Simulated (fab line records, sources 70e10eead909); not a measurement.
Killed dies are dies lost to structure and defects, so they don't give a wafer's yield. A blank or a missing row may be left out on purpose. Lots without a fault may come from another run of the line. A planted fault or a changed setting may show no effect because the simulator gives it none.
A struck lot beside a sound one | flow nand_harc | 18 steps out of a route of 1159
Sound: wafers L590.2, L590.4, L590.6. Struck: wafer L599.2. (L599.5 of the same lot was not struck and is left out.) The cause comes at the end.
At each step with rows: each side's tool, then ch and its chambers, then its first start. Under that, the readings that differ: sound wafers | struck wafers | difference of the means | sigmas: that difference in standard deviations of wafers without a fault.
alike: readings whose means differ by less than 2 such deviations, and words and numbers that are the same on both sides. not compared: withheld readings, readings that some wafer has no value for, bounds like >300 that may hide the same value, and numbers for which the record gives no deviation and whose values overlap.
The two part at a step that has a row with sigmas, a row that says differs or no value, or rows on one side only. Numbers that don't overlap but have no deviation are shown without sigmas and don't part them. A reading that every wafer of one side lacks parts them only if that side has two wafers or more.

NHARC_P_ZERO_WELL_CD_MEAS_24: target cd 720 nm.
  sound on cd_sem-03 ch 0, day 3 20:41; struck on cd_sem-01 ch 0, day 6 02:37
  alike: cd_nm
then, 1 step without rows for these wafers: NHARC_P_ZERO_WELL_HARDBAKE_25 (time 80 s).
NHARC_P_ZERO_WELL_DESCUM_26: chemistry O2, time 3 s.
  sound on rie_diel-10 ch 0,3, day 3 20:50; struck on rie_diel-07 ch 2, day 6 02:49
  reading                     | sound       | struck | difference | sigmas
  drypump_motor_current_A (A) | 6.0 6.6 6.6 | 5.4    | -1.0       | -2
  alike: chamber_pressure_mTorr, oes_product_au, rf_vpp_V, showerhead_plenum_p_Torr, throttle_valve_pct
  not compared: rf_hours_counter_h
then, 9 steps without rows for these wafers: NHARC_P_ZERO_WELL_IMPLANT_27; NHARC_P_ZERO_WELL_IMPLANT_57; NHARC_P_ZERO_WELL_IMPLANT_58; NHARC_P_ZERO_WELL_STRIP_28 (strips in SPM, time 840 s); NHARC_P_ZERO_WELL_DEHYDRATE_29 (time 120 s); NHARC_P_ZERO_WELL_HMDS_30 (time 30 s); NHARC_P_ZERO_WELL_COAT_31; NHARC_P_ZERO_WELL_SOFTBAKE_32 (time 95 s); NHARC_P_ZERO_WELL_EBR_33.
NHARC_P_ZERO_WELL_EXPOSE_34: exposes mask P PWELL, target cd 720 nm.
  sound on krf_scanner-01 ch 0, day 3 22:10; struck on krf_scanner-02 ch 0, day 6 04:08
  alike: mask, reticle_temp_C
then, 2 steps without rows for these wafers: NHARC_P_ZERO_WELL_PEB_35 (peb time 85 s); NHARC_P_ZERO_WELL_DEVELOP_36 (time 70 s).
NHARC_P_ZERO_WELL_CD_MEAS_37: target cd 720 nm.
  sound on cd_sem-02 ch 0, day 3 22:19; struck on cd_sem-02 ch 0, day 6 04:17
  reading    | sound             | struck | difference | sigmas
  cd_nm (nm) | 717.0 719.6 720.6 | 736.0  | +16.9      | +9
then, 2 steps without rows for these wafers: NHARC_P_ZERO_WELL_HARDBAKE_38 (time 80 s); NHARC_END_SORT_01.

WHERE THEY PART
First at NHARC_P_ZERO_WELL_DESCUM_26; last, within this record, at NHARC_P_ZERO_WELL_CD_MEAS_37.

WHY: what the simulator had put in
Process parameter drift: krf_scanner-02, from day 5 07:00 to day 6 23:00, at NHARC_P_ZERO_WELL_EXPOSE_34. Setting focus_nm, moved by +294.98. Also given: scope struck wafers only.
